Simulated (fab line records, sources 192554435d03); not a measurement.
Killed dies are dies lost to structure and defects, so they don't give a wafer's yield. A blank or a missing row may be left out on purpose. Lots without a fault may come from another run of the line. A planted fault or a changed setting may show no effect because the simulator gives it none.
Split-lot experiment | flow n5_finfet | 7 lots, 21 wafers read, on a route of 1938 steps

THE SPLIT
At N5_SDB_ETCH_18 (etches SOC in N2/H2, target depth 100 nm, overetch 20 nm, time 150 s), the setting time_s was moved away from the recipe's 150 s on 6 of the 21 wafers read, by -13.6% to +13.4%. The other wafers ran this setting at the recipe's value.

The reading is taken at the split's own step.

THE READING
SiARC_of_SDB_COAT_04.thk_nm (the simulator's own value, which no gauge read), in nm, at N5_SDB_ETCH_18 (etches SOC in N2/H2, target depth 100 nm, overetch 20 nm, time 150 s). The file gives no usual value for it. The 15 wafers here that ran the recipe average 12.8 nm, standard deviation 0.15 nm.

wafer  | tool, chamber at the split | time_s as run, s | against the recipe | SiARC_of_SDB_COAT_04.thk_nm, nm | against lot-mates on the recipe
L075.2 | rie_diel-01, 2             | 150              | recipe             | 12.8                            | -
L075.3 | rie_diel-01, 3             | 150              | recipe             | 12.6                            | -
L075.6 | rie_diel-01, 3             | 150              | recipe             | 12.6                            | -
L077.1 | rie_diel-02, 3,2,1         | 150              | recipe             | 12.8                            | -
L077.2 | rie_diel-02, 3,2,1         | 150              | recipe             | 12.8                            | -
L077.5 | rie_diel-02, 3,2,1         | 150              | recipe             | 12.8                            | -
L078.4 | rie_diel-02, 2             | 150              | recipe             | 12.6                            | -
L078.5 | rie_diel-02, 2             | 163.2            | +8.8%              | 12.2                            | -0.5
L078.6 | rie_diel-02, 3             | 150              | recipe             | 12.8                            | -
L081.1 | rie_diel-03, 3,0           | 150              | recipe             | 13                              | -
L081.3 | rie_diel-03, 3,0           | 150              | recipe             | 13                              | -
L081.5 | rie_diel-03, 3             | 161.6            | +7.7%              | 12.6                            | -0.4
L082.1 | rie_diel-01, 0,1           | 170.1            | +13.4%             | 12.2                            | -0.8
L082.5 | rie_diel-01, 0,1           | 170.1            | +13.4%             | 12.2                            | -0.8
L082.2 | rie_diel-01, 2             | 150              | recipe             | 13                              | -
L090.2 | rie_diel-01, 0             | 150              | recipe             | 12.8                            | -
L090.4 | rie_diel-01, 2             | 150              | recipe             | 13                              | -
L090.6 | rie_diel-01, 3             | 150              | recipe             | 12.6                            | -
L093.4 | rie_diel-03, 3             | 129.6            | -13.6%             | 13.8                            | +1.0
L093.5 | rie_diel-03, 0             | 129.6            | -13.6%             | 13.6                            | +0.8
L093.6 | rie_diel-03, 2             | 150              | recipe             | 12.8                            | -
Where a row lists several chambers, the file gives one row for several wafers and doesn't say which wafer went through which chamber.

THE FIT
A straight line over all 21 wafers: SiARC_of_SDB_COAT_04.thk_nm changes by -0.0553 nm for each +1% of time_s; r = -0.92; the points scatter about the line by 0.16 nm.
The same after taking each lot's own level away (the mean of its wafers on the recipe; 21 wafers): -0.0619 nm for each +1%; r = -0.98; scatter 0.092 nm.
On that fit, the largest move of time_s shifts the reading by 0.84 nm.
The lots' own levels span 12.67 to 13.00 nm, that is 2.3 times the standard deviation above.
So the lot-to-lot level changes the slope: the two fits differ.
Check: with one of the wafers moved furthest among these (-13.6%) left out of the fit, the line predicts +0.798 nm for it against its lot-mates. It came out at +1 nm against them.

THE FILE'S OWN FIT
SiARC_of_SDB_COAT_04.thk_nm changes by -0.0607 nm for each +1% of time_s, r = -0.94.
